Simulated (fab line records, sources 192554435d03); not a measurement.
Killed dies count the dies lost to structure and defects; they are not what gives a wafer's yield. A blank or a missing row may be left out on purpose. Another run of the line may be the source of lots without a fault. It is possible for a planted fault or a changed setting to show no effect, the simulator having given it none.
Struck lot and sound lot, side by side	flow n5_finfet	19 out of 1938 route steps
Sound: these wafers, L563.2, L563.4, L563.6. Struck: wafer L572.6 (left out: L572.3, L572.4 of the same lot, which were not struck); the cause appears at the end.
Order at every step that has rows: each side's tool, ch and its chambers, its first start. Under that, the readings that differ: sound wafers	struck wafers	difference of the means	sigmas: that difference in standard deviations of wafers without a fault.
alike: words and numbers the same on both sides, and readings whose means are apart by under 2 such deviations; not compared: readings that were withheld, readings missing a value for some wafer, numbers with overlapping values and no deviation given by the record, and bounds like >300 which may hide the same value.
A row with sigmas, a row that says differs or no value, or rows on one side alone: a step with any of these is where the two part. Numbers that have no deviation but don't overlap get no sigmas and don't part them. Lack of a reading on every wafer of one side parts them only where that side has two or more wafers.

N5_BEOL_M1_INSPECT_30: inspects for defects (brightfield).
  sound on defect_inspect-01 at day 6 11:32; struck on defect_inspect-01 at day 8 10:29
  alike: raw_defect_count
N5_BEOL_M1_DESCUM_33: chemistry O2, time 7 s.
  sound on rie_diel-04 ch 1,2,3, day 6 11:34; struck on rie_diel-02 ch 2, day 8 10:43
reading	sound	struck	difference	sigmas
drypump_motor_current_A (A)	5.1 5.6 5.2	6.5	+1.2	+2
  alike: bias_power_w, oes_product_au, rf_vpp_V, showerhead_plenum_p_Torr, throttle_valve_pct
  not compared: rf_hours_counter_h
then, 1 step without rows for these wafers: N5_BEOL_M1_ETCH_77 (etches underlayer in N2/H2, target depth 6.5 nm, time 5.2 s).
N5_BEOL_M1_ETCH_69: etches SiARC in CF4, target depth 15.6 nm, time 26 s.
  sound on rie_diel-04 ch 1,2,3, day 6 11:37; struck on rie_diel-02 ch 2, day 8 10:47
reading	sound	struck	difference	sigmas
drypump_motor_current_A (A)	5.1 5.6 5.2	6.5	+1.2	+2
  alike: etch_rf_on_time_s, oes_product_au, rf_fwd_power_W, rf_vpp_V, showerhead_plenum_p_Torr, throttle_valve_pct
  not compared: rf_hours_counter_h
then, 1 step without rows for these wafers: N5_BEOL_M1_ALD_98 (deposits SiO2, target thk 2.5 nm, pulse time 1 s, co reactant pulse time 1 s).
N5_BEOL_M1_ETCHBACK_99: etches SiO2 in CHF3, target depth 5 nm, time 10.4 s.
  sound on rie_diel-04 ch 1,3, day 6 22:19; struck on rie_diel-02 ch 3, day 8 22:36
reading	sound	struck	difference	sigmas
drypump_motor_current_A (A)	5.6 5.1 5.1	6.8	+1.5	+3
  alike: oes_product_au, rf_vpp_V, showerhead_plenum_p_Torr, throttle_valve_pct
  not compared: rf_hours_counter_h
then, 5 steps without rows for these wafers: N5_BEOL_M1_ETCH_70 (etches SOC in N2/H2, target depth 80 nm, overetch 16 nm, time 120 s); N5_BEOL_M1_STRIP_71 (strips in N2/H2); N5_BEOL_M1_STRIP_78 (strips in N2/H2); N5_BEOL_M1_VIA_ETCH_34 (etches the open film in C4F6/O2, target depth 67.8 nm, time 64.4 s); N5_BEOL_M1_STRIP_83 (strips in C4F6/O2).
N5_BEOL_M1_STRIP_36: strips in N2/H2.
  sound on rie_diel-04 ch 1,3, day 6 22:31; struck on rie_diel-02 ch 3, day 8 22:47
reading	sound	struck	difference	sigmas
drypump_motor_current_A (A)	5.6 5.1 5.1	6.8	+1.5	+3
throttle_valve_pct (%)	23.69 23.57 23.57	24.33	+0.72	+2
  alike: bias_power_w, oes_product_au, power_w, rf_vpp_V, showerhead_plenum_p_Torr
  not compared: rf_hours_counter_h
N5_BEOL_M1_TRENCH_ETCH_37: etches SiOC in C4F6/O2, target depth 55.207 nm, time 29 s.
  sound on rie_diel-04 ch 1,3, day 6 22:33; struck on rie_diel-02 ch 3, day 8 22:50
reading	sound	struck	difference	sigmas
drypump_motor_current_A (A)	5.6 5.1 5.1	6.8	+1.5	+3
oes_f_703_au (a.u.)	0.79 0.91 0.92	0.58	-0.29	-4
oes_o_777_au (a.u.)	0.79 0.91 0.92	0.61	-0.26	-4
rf_fwd_power_W (W)	351.7 349.5 351.0	267.8	-82.9	-38
rf_vpp_V (V)	658 669 668	779	+114	+10
model.etch.depth_nm (nm)	55.68 56.66 56.89	50.37	-6.04	
model.BEOL_M1.feature_depth_nm (nm)	55.6 56.6 56.8	50.4	-5.9	
  alike: C4F6_flow_sccm, oes_product_au, showerhead_plenum_p_Torr, throttle_valve_pct
  not compared: rf_hours_counter_h
then, 1 step without rows for these wafers: N5_BEOL_M1_ETCH_41 (etches SiCN in CH3F/O2, target depth 31.9 nm, time 57.8 s).
N5_BEOL_M1_STRIP_97: strips in N2/H2, time 10 s.
  sound: rie_diel-04 ch 1,3; struck: rie_diel-02 ch 3
reading	sound	struck	difference	sigmas
bias_power_w (W)	7.008 7.016 6.997	6.961	-0.046	-2
drypump_motor_current_A (A)	5.6 5.1 5.1	6.8	+1.5	+3
throttle_valve_pct (%)	23.70 23.58 23.58	24.34	+0.72	+2
  alike: oes_product_au, rf_vpp_V, showerhead_plenum_p_Torr
  not compared: rf_hours_counter_h
N5_BEOL_M1_OCD_MEAS_38:
  sound on ocd-02 at day 6 22:43; struck on ocd-02 at day 8 22:59
reading	sound	struck	difference	sigmas
trench_depth_nm (nm)	55.5 56.3 57.1	50.3	-6.0	-5
then, 1 step without rows for these wafers: N5_BEOL_M1_HM_STRIP_39 (strips TiN in peroxide tin strip, target depth 25 nm, time 158 s).
-- here the record skips 3 days between the struck wafers' starts before and after, leaving off in module BEOL_M1 and picking up in module BEOL_M4 (first step shown: number 1111 of the route) --
N5_BEOL_M4_RC_MEAS_101:
  sound on prober-02 ch 0, day 9 13:32; struck on prober-01 ch 0, day 11 17:32
  alike: DIBL_N, DIBL_P, IOFF_N, IOFF_P, ION_N, ION_P, SS_N, SS_P, VT_N, VT_P
then, 1 step without rows for these wafers: N5_PASSIVATION_PROBE_49.

WHERE THEY PART
First at N5_BEOL_M1_DESCUM_33; last, within this record, at N5_BEOL_M1_OCD_MEAS_38. Later steps at which nothing parts them and some readings are alike: N5_BEOL_M4_RC_MEAS_101.

WHY: what the simulator had put in
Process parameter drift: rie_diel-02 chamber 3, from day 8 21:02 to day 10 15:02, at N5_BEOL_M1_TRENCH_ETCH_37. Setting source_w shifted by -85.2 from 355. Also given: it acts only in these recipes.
